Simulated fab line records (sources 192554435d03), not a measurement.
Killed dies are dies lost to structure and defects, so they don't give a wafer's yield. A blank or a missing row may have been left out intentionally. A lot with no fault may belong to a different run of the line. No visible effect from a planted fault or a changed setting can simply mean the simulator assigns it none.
8D (eight disciplines) problem report, filled in by code -- flow n5 finfet -- the parts of the form that need people (team, actions taken, sign-off) are left out

1. THE ISSUE
At N5_HKMG_FIN_ALD_71, susceptor temp C averages 415.37 C over 6 wafers from 2 lots, while fault-free wafers read 399.99 C, standard deviation 0.2. That is +77 standard deviations from the usual mean.
The step: deposits TiN, target thk 1 nm, pulse time 1 s, purge time 3 s.
Earliest sighting: wafer L321.1 on ald metal-03 at day 6 14:20. Wafers with a number at this step in the record: 27, from 9 lots. Rule for "out" (also "out of limits"): further than 4 standard deviations from the usual mean. The rest of the wafers with a number are treated as sound.

2. WHAT THIS IS AND IS NOT
question,is,is not
which readings at this step,susceptor temp C,precursor pulse height rel
which lots,"L321, L324","L313, L322, L323, L327, L332, L333, L334"
which wafers of those lots,all that have a number,-
read on which tools,ald metal-03,"ald metal-01, ald metal-04"
when,from day 6 14:20,"up to then (3 sound wafers); but 18 sound wafers of L322, L323, L327, L332, L333, L334 came after"

3. WHAT RULES OUT EACH SUSPECT
Counting: any tool at a process step up to the reading is kept as a suspect provided that every lot that is out went through it and no sound lot did after the first of them.
- ald metal-03 at N5_HKMG_FIN_ALD_71 (deposits TiN, target thk 1 nm, pulse time 1 s, purge time 3 s): kept. It ran every lot that is out, first L321 (day 6 14:20), and no sound lot after that. Its own readings are out on those wafers: susceptor temp C.
The count leaves ald metal-03 at N5_HKMG_FIN_ALD_71.

4. THE CAUSE (what the simulator had put in)
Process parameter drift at N5_HKMG_FIN_ALD_71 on ald metal-03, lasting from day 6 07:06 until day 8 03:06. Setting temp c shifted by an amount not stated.
Counting left only this tool.

5. SEQUENCE OF EFFECTS, ordered by route
Rows list readings where the struck wafers' mean (over those with a number) sits beyond 3 standard deviations from the usual. Only readings for which the record gives a usual standard deviation are gone through. hours: the time from each lot's start at the first step in this table that gives one to its start at this step, as a median over the lots. sigmas: the change in usual standard deviations.
hours,step,reading,usual,on struck wafers,change,sigmas
0,N5_HKMG_FIN_ALD_71,susceptor temp C,399.99 C,415.37,+15.38,+77
Its process steps:
- N5_HKMG_FIN_ALD_71: deposits TiN, target thk 1 nm, pulse time 1 s, purge time 3 s.
Later steps that measure or inspect, where all struck wafers having a row at the step show a number for every such reading and not one has moved that far: N5_BEOL_M4_RC_MEAS_101.

6. WHAT WOULD HAVE CAUGHT IT SOONER
In this record the first reading out of limits was taken at day 6 14:20, 7 hours after the fault began at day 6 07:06.
